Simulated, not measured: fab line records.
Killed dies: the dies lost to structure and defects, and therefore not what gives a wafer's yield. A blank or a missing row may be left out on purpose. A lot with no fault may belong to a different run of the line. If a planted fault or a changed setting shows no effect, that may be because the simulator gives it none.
Which tool was responsible? | flow n5Finfet | 24 lots, 72 wafers sampled, at 6 steps of a route of 1938

## WHAT THE GAUGES READ, wafer by wafer
No reading from a measuring or inspecting step in the record can be judged against a usual standard deviation.

## TOOL THAT RAN EACH LOT (tool first, then ch and the chambers of the sampled wafers, then the start)
lot  | N5_BEOL_M8_STRIP_67               | N5_BEOL_M8_ETCH_66                | N5_BEOL_M8_STRIP_36               | N5_BEOL_M8_DEGAS_44         | N5_BEOL_M8_SURFACE_TREAT_79 | N5_BEOL_M8_DEP_56
L074 | rieDiel-02 ch 0,3, day 10 10:05   | rieDiel-05 ch 0,2,3, day 10 13:17 | rieDiel-05 ch 0,2,3, day 10 13:26 | pvdSputter-02, day 10 14:23 | pvdSputter-01, day 10 14:47 | pecvd-02 ch 1,2, day 10 17:04
L075 | rieDiel-03 ch 0,2, day 10 20:22   | rieDiel-02 ch 1,3, day 10 21:15   | rieDiel-02 ch 1,3, day 10 21:24   | pvdSputter-03, day 10 22:20 | pvdSputter-01, day 10 23:04 | pecvd-04 ch 0,2, day 11 01:07
L077 | rieDiel-05 ch 0,2,3, day 11 01:48 | rieDiel-02 ch 0,1,2, day 11 03:53 | rieDiel-02 ch 0,1,2, day 11 04:02 | pvdSputter-02, day 11 05:16 | pvdSputter-02, day 11 05:41 | pecvd-04 ch 0,1,2, day 11 07:25
L078 | rieDiel-03 ch 1,3, day 11 17:20   | rieDiel-02 ch 0,3, day 11 19:10   | rieDiel-02 ch 0,3, day 11 19:19   | pvdSputter-02, day 11 20:26 | pvdSputter-01, day 11 22:03 | pecvd-02 ch 0,1, day 11 23:08
L076 | rieDiel-05 ch 0,1,3, day 11 17:34 | rieDiel-03 ch 1,2, day 11 19:13   | rieDiel-03 ch 1,2, day 11 19:23   | pvdSputter-01, day 11 22:05 | pvdSputter-01, day 11 22:33 | pecvd-01 ch 0,2, day 12 00:08
L079 | rieDiel-02 ch 0,1,2, day 11 20:17 | rieDiel-03 ch 0,1,3, day 11 21:46 | rieDiel-03 ch 0,1,3, day 11 21:55 | pvdSputter-01, day 11 22:59 | pvdSputter-03, day 11 23:31 | pecvd-02 ch 0,2, day 12 00:41
L080 | rieDiel-03 ch 0,3, day 11 23:11   | rieDiel-05 ch 2,3, day 12 01:04   | rieDiel-05 ch 2,3, day 12 01:13   | pvdSputter-01, day 12 03:49 | pvdSputter-01, day 12 04:22 | pecvd-01 ch 0,1,2, day 12 05:25
L081 | rieDiel-05 ch 0,2,3, day 12 05:22 | rieDiel-03 ch 0,2,3, day 12 10:19 | rieDiel-03 ch 0,2,3, day 12 10:28 | pvdSputter-03, day 12 11:45 | pvdSputter-02, day 12 12:15 | pecvd-04 ch 1,2, day 12 13:26
L082 | rieDiel-05 ch 0,1,2, day 12 17:14 | rieDiel-03 ch 0,1,2, day 12 21:41 | rieDiel-03 ch 0,1,2, day 12 21:50 | pvdSputter-01, day 13 00:50 | pvdSputter-01, day 13 01:14 | pecvd-01 ch 0,1,2, day 13 02:27
L083 | rieDiel-03 ch 0,1,2, day 12 22:25 | rieDiel-02 ch 0,2, day 13 00:40   | rieDiel-02 ch 0,2, day 13 00:50   | pvdSputter-01, day 13 02:04 | pvdSputter-01, day 13 02:30 | pecvd-01 ch 1,2, day 13 04:27
L084 | rieDiel-02 ch 0,3, day 13 04:36   | rieDiel-03 ch 0,3, day 13 07:40   | rieDiel-03 ch 0,3, day 13 07:49   | pvdSputter-01, day 13 08:43 | pvdSputter-01, day 13 09:18 | pecvd-02 ch 0,2, day 13 10:41
L086 | rieDiel-05 ch 0,2,3, day 13 05:44 | rieDiel-02 ch 0,1,2, day 13 07:55 | rieDiel-02 ch 0,1,2, day 13 08:05 | pvdSputter-03, day 13 09:26 | pvdSputter-02, day 13 09:50 | pecvd-01 ch 1,2, day 13 11:19
L087 | rieDiel-03 ch 0,2,3, day 13 18:49 | rieDiel-05 ch 1,2, day 13 22:26   | rieDiel-05 ch 1,2, day 13 22:35   | pvdSputter-03, day 13 23:52 | pvdSputter-02, day 14 00:50 | pecvd-02 ch 0,1, day 14 01:58
L085 | rieDiel-05 ch 1,2,3, day 13 18:49 | rieDiel-03 ch 2,3, day 13 19:51   | rieDiel-03 ch 2,3, day 13 20:01   | pvdSputter-01, day 13 21:59 | pvdSputter-01, day 13 22:30 | pecvd-01 ch 0,1,2, day 13 23:40
L088 | rieDiel-03 ch 0,3, day 14 00:34   | rieDiel-03 ch 0,1,2, day 14 04:31 | rieDiel-03 ch 0,1,2, day 14 04:40 | pvdSputter-02, day 14 05:29 | pvdSputter-03, day 14 06:11 | pecvd-02 ch 0,2, day 14 08:02
L089 | rieDiel-05 ch 0,1,2, day 14 04:55 | rieDiel-05 ch 1,2,3, day 14 06:37 | rieDiel-05 ch 1,2,3, day 14 06:46 | pvdSputter-02, day 14 08:01 | pvdSputter-01, day 14 08:32 | pecvd-01 ch 1,2, day 14 09:56
L090 | rieDiel-03 ch 1,2, day 14 12:50   | rieDiel-02 ch 0,1,2, day 14 16:53 | rieDiel-02 ch 0,1,2, day 14 17:02 | pvdSputter-03, day 14 19:28 | pvdSputter-03, day 14 19:53 | pecvd-04 ch 0,1, day 14 21:00
L091 | rieDiel-02 ch 1,2, day 15 00:57   | rieDiel-03 ch 0,3, day 15 02:34   | rieDiel-03 ch 0,3, day 15 02:43   | pvdSputter-03, day 15 04:32 | pvdSputter-01, day 15 05:10 | pecvd-02 ch 1,2, day 15 06:28
L092 | rieDiel-05 ch 0,1,2, day 15 03:02 | rieDiel-03 ch 0,1,3, day 15 04:09 | rieDiel-03 ch 0,1,3, day 15 04:19 | pvdSputter-03, day 15 05:28 | pvdSputter-03, day 15 05:56 | pecvd-01 ch 1,2, day 15 07:05
L093 | rieDiel-03 ch 0,2, day 15 05:48   | rieDiel-02 ch 0,1,2, day 15 08:14 | rieDiel-02 ch 0,1,2, day 15 08:23 | pvdSputter-03, day 15 09:38 | pvdSputter-02, day 15 10:09 | pecvd-02 ch 0,1, day 15 11:34
L094 | rieDiel-05 ch 1,2, day 15 08:38   | rieDiel-05 ch 1,2, day 15 09:49   | rieDiel-05 ch 1,2, day 15 09:58   | pvdSputter-02, day 15 11:11 | pvdSputter-03, day 15 11:42 | pecvd-04 ch 0,1,2, day 15 12:51
L095 | rieDiel-03 ch 0,1,3, day 15 15:55 | rieDiel-03 ch 2,3, day 15 16:53   | rieDiel-03 ch 2,3, day 15 17:02   | pvdSputter-01, day 15 19:41 | pvdSputter-01, day 15 20:22 | pecvd-04 ch 0,1, day 15 22:09
L096 | rieDiel-03 ch 0,1,3, day 16 03:53 | rieDiel-02 ch 1,2,3, day 16 08:12 | rieDiel-02 ch 1,2,3, day 16 08:21 | pvdSputter-03, day 16 09:20 | pvdSputter-01, day 16 10:03 | pecvd-04 ch 0,1, day 16 12:34
L097 | rieDiel-02 ch 2,3, day 16 17:40   | rieDiel-05 ch 0, day 16 19:20     | rieDiel-05 ch 0, day 16 19:34     | pvdSputter-03, day 16 21:56 | pvdSputter-03, day 16 22:22 | pecvd-02 ch 0,1,2, day 16 23:30
- N5_BEOL_M8_STRIP_67: strips in CF4.
- N5_BEOL_M8_ETCH_66: etches SOC in N2/H2, target depth 80 nm, overetch 16 nm, time 120 s.
- N5_BEOL_M8_STRIP_36: strips in N2/H2.
- N5_BEOL_M8_DEGAS_44: time 60 s.
- N5_BEOL_M8_SURFACE_TREAT_79
- N5_BEOL_M8_DEP_56: deposits SiCN from 3MS/NH3, target thk 10 nm, time 17.5 s.

## AS READ BY THE TOOLS THEMSELVES (means over the sampled wafers that have a number; for cases with no such wafer, the mark the record gives instead)
N5_BEOL_M8_STRIP_67. Usual: cf4FlowSccm 150.0 sccm, standard deviation 0.47; drypumpMotorCurrentA 5.9 A, standard deviation 0.5; oesProductAu 0.78 a.u., standard deviation 0.071; rfVppV 271.8 V, standard deviation 1.4; showerheadPlenumPTorr 1.83 Torr, standard deviation 0.049; throttleValvePct 13.59 %, standard deviation 0.24.
lot  | tool       | cf4FlowSccm (sccm) | drypumpMotorCurrentA (A) | oesProductAu (a.u.) | rfVppV (V) | showerheadPlenumPTorr (Torr) | throttleValvePct (%) | flag
L074 | rieDiel-02 | 149.7              | 5.9                      | 0.78                | 272.7      | 1.87                         | 13.70                | 
L075 | rieDiel-03 | 150.2              | 6.2                      | 0.88                | 272.7      | 1.85                         | 13.39                | 
L077 | rieDiel-05 | 150.1              | 6.0                      | 0.71                | 272.1      | 1.85                         | 13.75                | 
L078 | rieDiel-03 | 150.9              | 6.5                      | 0.73                | 271.5      | 1.82                         | 13.52                | 
L076 | rieDiel-05 | 150.2              | 5.7                      | 0.76                | 271.6      | 1.82                         | 13.67                | 
L079 | rieDiel-02 | 149.8              | 5.7                      | 0.81                | 271.8      | 1.83                         | 13.53                | 
L080 | rieDiel-03 | 150.1              | 6.3                      | 0.83                | 271.9      | 1.81                         | 13.44                | 
L081 | rieDiel-05 | 149.9              | 6.0                      | 0.79                | 272.6      | 1.85                         | 13.56                | 
L082 | rieDiel-05 | 149.7              | 5.5                      | 0.83                | 271.9      | 1.81                         | 13.40                | 
L083 | rieDiel-03 | 150.0              | 6.3                      | 0.80                | 272.0      | 1.85                         | 13.48                | 
L084 | rieDiel-02 | 149.5              | 6.1                      | 0.73                | 272.5      | 1.86                         | 13.74                | 
L086 | rieDiel-05 | 150.4              | 6.0                      | 0.78                | 272.1      | 1.85                         | 13.59                | 
L087 | rieDiel-03 | 150.2              | 6.1                      | 0.80                | 271.5      | 1.83                         | 13.61                | 
L085 | rieDiel-05 | 150.0              | 5.7                      | 0.80                | 271.6      | 1.80                         | 13.46                | 
L088 | rieDiel-03 | 150.3              | 6.2                      | 0.76                | 271.0      | 1.80                         | 13.63                | 
L089 | rieDiel-05 | 150.0              | 5.5                      | 0.81                | 271.5      | 1.81                         | 13.44                | 
L090 | rieDiel-03 | 150.0              | 6.1                      | 0.77                | 271.6      | 1.87                         | 13.64                | 
L091 | rieDiel-02 | 150.4              | 5.3                      | 0.82                | 271.1      | 1.79                         | 13.50                | 
L092 | rieDiel-05 | 149.9              | 5.5                      | 0.80                | 272.0      | 1.81                         | 13.44                | 
L093 | rieDiel-03 | 150.0              | 6.0                      | 0.81                | 272.5      | 1.86                         | 13.62                | 
L094 | rieDiel-05 | 150.1              | 5.2                      | 0.83                | 272.1      | 1.76                         | 13.30                | 
L095 | rieDiel-03 | 150.0              | 6.4                      | 0.74                | 272.3      | 1.81                         | 13.56                | 
L096 | rieDiel-03 | 150.0              | 6.4                      | 0.74                | 271.0      | 1.81                         | 13.56                | 
L097 | rieDiel-02 | 150.0              | 5.9                      | 0.79                | 272.5      | 1.87                         | 13.75                | 

N5_BEOL_M8_ETCH_66. Usual: drypumpMotorCurrentA 6.0 A, standard deviation 0.48; oesProductAu 0.60 a.u., standard deviation 0.055; rfVppV 525.5 V, standard deviation 2.3; showerheadPlenumPTorr 2.60 Torr, standard deviation 0.075; throttleValvePct 17.82 %, standard deviation 0.24.
lot  | tool       | drypumpMotorCurrentA (A) | oesProductAu (a.u.) | rfVppV (V) | showerheadPlenumPTorr (Torr) | throttleValvePct (%) | flag
L074 | rieDiel-05 | 6.0                      | 0.55                | 525.6      | 2.63                         | 17.89                | 
L075 | rieDiel-02 | 5.5                      | 0.63                | 525.5      | 2.61                         | 17.95                | 
L077 | rieDiel-02 | 5.8                      | 0.64                | 525.9      | 2.61                         | 17.79                | 
L078 | rieDiel-02 | 5.9                      | 0.59                | 526.7      | 2.65                         | 17.97                | 
L076 | rieDiel-03 | 6.1                      | 0.61                | 527.5      | 2.68                         | 17.90                | 
L079 | rieDiel-03 | 6.4                      | 0.60                | 524.3      | 2.58                         | 17.65                | 
L080 | rieDiel-05 | 6.1                      | 0.68                | 526.1      | 2.60                         | 17.51                | 
L081 | rieDiel-03 | 6.1                      | 0.62                | 525.4      | 2.60                         | 17.84                | 
L082 | rieDiel-03 | 6.3                      | 0.61                | 525.8      | 2.63                         | 17.74                | 
L083 | rieDiel-02 | 6.2                      | 0.58                | 527.1      | 2.65                         | 17.82                | 
L084 | rieDiel-03 | 6.3                      | 0.63                | 525.2      | 2.56                         | 17.67                | 
L086 | rieDiel-02 | 5.7                      | 0.61                | 525.5      | 2.60                         | 17.82                | 
L087 | rieDiel-05 | 5.3                      | 0.65                | 522.2      | 2.50                         | 17.46                | 
L085 | rieDiel-03 | 6.0                      | 0.58                | 524.8      | 2.57                         | 17.98                | 
L088 | rieDiel-03 | 6.3                      | 0.61                | 525.9      | 2.63                         | 17.75                | 
L089 | rieDiel-05 | 5.7                      | 0.61                | 524.0      | 2.55                         | 17.61                | 
L090 | rieDiel-02 | 5.7                      | 0.61                | 525.0      | 2.60                         | 17.84                | 
L091 | rieDiel-03 | 6.3                      | 0.61                | 524.2      | 2.56                         | 17.72                | 
L092 | rieDiel-03 | 6.4                      | 0.57                | 524.3      | 2.57                         | 17.70                | 
L093 | rieDiel-02 | 5.8                      | 0.60                | 524.4      | 2.59                         | 17.85                | 
L094 | rieDiel-05 | 5.6                      | 0.65                | 523.6      | 2.54                         | 17.39                | 
L095 | rieDiel-03 | 5.9                      | 0.58                | 526.5      | 2.62                         | 18.08                | 
L096 | rieDiel-02 | 5.6                      | 0.62                | 525.6      | 2.60                         | 17.93                | 
L097 | rieDiel-05 | 5.7                      | 0.54                | 526.8      | 2.64                         | 18.16                | 

N5_BEOL_M8_STRIP_36. Usual: drypumpMotorCurrentA 6.0 A, standard deviation 0.48; oesProductAu 0.79 a.u., standard deviation 0.075; rfVppV 59.0 V, standard deviation 1.3; showerheadPlenumPTorr 2.60 Torr, standard deviation 0.075; throttleValvePct 23.7 %, standard deviation 0.31.
lot  | tool       | drypumpMotorCurrentA (A) | oesProductAu (a.u.) | rfVppV (V) | showerheadPlenumPTorr (Torr) | throttleValvePct (%) | flag
L074 | rieDiel-05 | 6.0                      | 0.71                | 59.7       | 2.62                         | 23.6                 | 
L075 | rieDiel-02 | 5.5                      | 0.82                | 59.4       | 2.60                         | 23.9                 | 
L077 | rieDiel-02 | 5.7                      | 0.82                | 59.6       | 2.60                         | 23.6                 | 
L078 | rieDiel-02 | 5.9                      | 0.76                | 59.0       | 2.65                         | 23.9                 | 
L076 | rieDiel-03 | 6.1                      | 0.79                | 58.5       | 2.67                         | 23.8                 | 
L079 | rieDiel-03 | 6.4                      | 0.78                | 58.8       | 2.58                         | 23.4                 | 
L080 | rieDiel-05 | 6.1                      | 0.89                | 59.2       | 2.60                         | 23.3                 | 
L081 | rieDiel-03 | 6.1                      | 0.81                | 58.3       | 2.60                         | 23.7                 | 
L082 | rieDiel-03 | 6.3                      | 0.80                | 59.5       | 2.63                         | 23.6                 | 
L083 | rieDiel-02 | 6.1                      | 0.75                | 59.8       | 2.64                         | 23.6                 | 
L084 | rieDiel-03 | 6.3                      | 0.80                | 59.0       | 2.56                         | 23.5                 | 
L086 | rieDiel-02 | 5.8                      | 0.81                | 58.5       | 2.60                         | 23.7                 | 
L087 | rieDiel-05 | 5.2                      | 0.85                | 58.6       | 2.50                         | 23.2                 | 
L085 | rieDiel-03 | 6.0                      | 0.75                | 61.1       | 2.57                         | 23.8                 | 
L088 | rieDiel-03 | 6.3                      | 0.78                | 59.2       | 2.63                         | 23.6                 | 
L089 | rieDiel-05 | 5.7                      | 0.80                | 59.6       | 2.55                         | 23.4                 | 
L090 | rieDiel-02 | 5.7                      | 0.78                | 58.8       | 2.59                         | 23.7                 | 
L091 | rieDiel-03 | 6.3                      | 0.79                | 58.5       | 2.55                         | 23.6                 | 
L092 | rieDiel-03 | 6.4                      | 0.74                | 58.7       | 2.56                         | 23.4                 | 
L093 | rieDiel-02 | 5.8                      | 0.78                | 58.4       | 2.59                         | 23.7                 | 
L094 | rieDiel-05 | 5.6                      | 0.87                | 58.8       | 2.54                         | 23.2                 | 
L095 | rieDiel-03 | 5.9                      | 0.76                | 58.6       | 2.62                         | 24.0                 | 
L096 | rieDiel-02 | 5.6                      | 0.80                | 59.5       | 2.60                         | 23.8                 | 
L097 | rieDiel-05 | 5.7                      | 0.69                | 59.5       | 2.64                         | 24.1                 | 

N5_BEOL_M8_DEGAS_44. Usual: heaterPowerW reads 325 W (standard deviation 17).
lot  | tool          | heaterPowerW (W) | flag
L074 | pvdSputter-02 | 333              | 
L075 | pvdSputter-03 | 329              | 
L077 | pvdSputter-02 | 347              | 
L078 | pvdSputter-02 | 329              | 
L076 | pvdSputter-01 | 327              | 
L079 | pvdSputter-01 | 307              | 
L080 | pvdSputter-01 | 322              | 
L081 | pvdSputter-03 | 326              | 
L082 | pvdSputter-01 | 329              | 
L083 | pvdSputter-01 | 300              | 
L084 | pvdSputter-01 | 310              | 
L086 | pvdSputter-03 | 332              | 
L087 | pvdSputter-03 | 323              | 
L085 | pvdSputter-01 | 304              | 
L088 | pvdSputter-02 | 330              | 
L089 | pvdSputter-02 | 327              | 
L090 | pvdSputter-03 | 328              | 
L091 | pvdSputter-03 | 329              | 
L092 | pvdSputter-03 | 327              | 
L093 | pvdSputter-03 | 330              | 
L094 | pvdSputter-02 | 321              | 
L095 | pvdSputter-01 | 334              | 
L096 | pvdSputter-03 | 332              | 
L097 | pvdSputter-03 | 321              | 

N5_BEOL_M8_DEP_56. Usual: chamberPressureTorr 2.999 Torr, standard deviation 0.0056; showerheadPlenumPTorr 3.667 Torr, standard deviation 0.015; showerheadVppV 908 V, standard deviation 53; throttleValvePct 9.2 %, standard deviation 0.41.
lot  | tool     | chamberPressureTorr (Torr) | showerheadPlenumPTorr (Torr) | showerheadVppV (V) | throttleValvePct (%) | flag
L074 | pecvd-02 | 2.998                      | 3.667                        | 868                | 8.7                  | 
L075 | pecvd-04 | 3.002                      | 3.650                        | 938                | 8.8                  | 
L077 | pecvd-04 | 2.996                      | 3.656                        | 916                | 9.0                  | 
L078 | pecvd-02 | 2.995                      | 3.665                        | 884                | 8.9                  | 
L076 | pecvd-01 | 2.990                      | 3.684                        | 895                | 9.4                  | 
L079 | pecvd-02 | 3.005                      | 3.668                        | 908                | 8.9                  | 
L080 | pecvd-01 | 3.002                      | 3.680                        | 906                | 9.6                  | 
L081 | pecvd-04 | 3.001                      | 3.653                        | 971                | 9.2                  | 
L082 | pecvd-01 | 3.001                      | 3.685                        | 901                | 9.7                  | 
L083 | pecvd-01 | 3.002                      | 3.680                        | 930                | 9.7                  | 
L084 | pecvd-02 | 2.996                      | 3.665                        | 905                | 8.9                  | 
L086 | pecvd-01 | 2.999                      | 3.688                        | 934                | 9.7                  | 
L087 | pecvd-02 | 3.003                      | 3.658                        | 883                | 8.9                  | 
L085 | pecvd-01 | 2.998                      | 3.677                        | 910                | 9.6                  | 
L088 | pecvd-02 | 3.000                      | 3.661                        | 929                | 8.9                  | 
L089 | pecvd-01 | 3.000                      | 3.686                        | 931                | 9.7                  | 
L090 | pecvd-04 | 2.995                      | 3.654                        | 869                | 9.2                  | 
L091 | pecvd-02 | 2.999                      | 3.670                        | 862                | 8.8                  | 
L092 | pecvd-01 | 3.000                      | 3.678                        | 922                | 9.8                  | 
L093 | pecvd-02 | 2.998                      | 3.659                        | 920                | 9.0                  | 
L094 | pecvd-04 | 3.004                      | 3.656                        | 923                | 9.2                  | 
L095 | pecvd-04 | 2.997                      | 3.661                        | 864                | 9.0                  | 
L096 | pecvd-04 | 3.004                      | 3.653                        | 918                | 9.2                  | 
L097 | pecvd-02 | 2.996                      | 3.665                        | 881                | 8.9                  | 

## THE ANSWER, worked out from the rows above alone
Rule: lot off if the mean of its wafers having a number is beyond 3 standard deviations from the usual mean. A lot without any number at a reading at which 4 lots or more have one is off too. Where the step has rows for the other lots, those lots are counted as sound. The gauges are gone through in route order, then the tools' own readings, and for those a lot's mean is taken as printed above. The first step at which some lot is off is used, and at that step the reading that is off furthest; a lot without a number counts as furthest.
No lot is off at any reading shown: from this, nothing can be told.

## WHAT THE SIMULATOR HAD PUT IN
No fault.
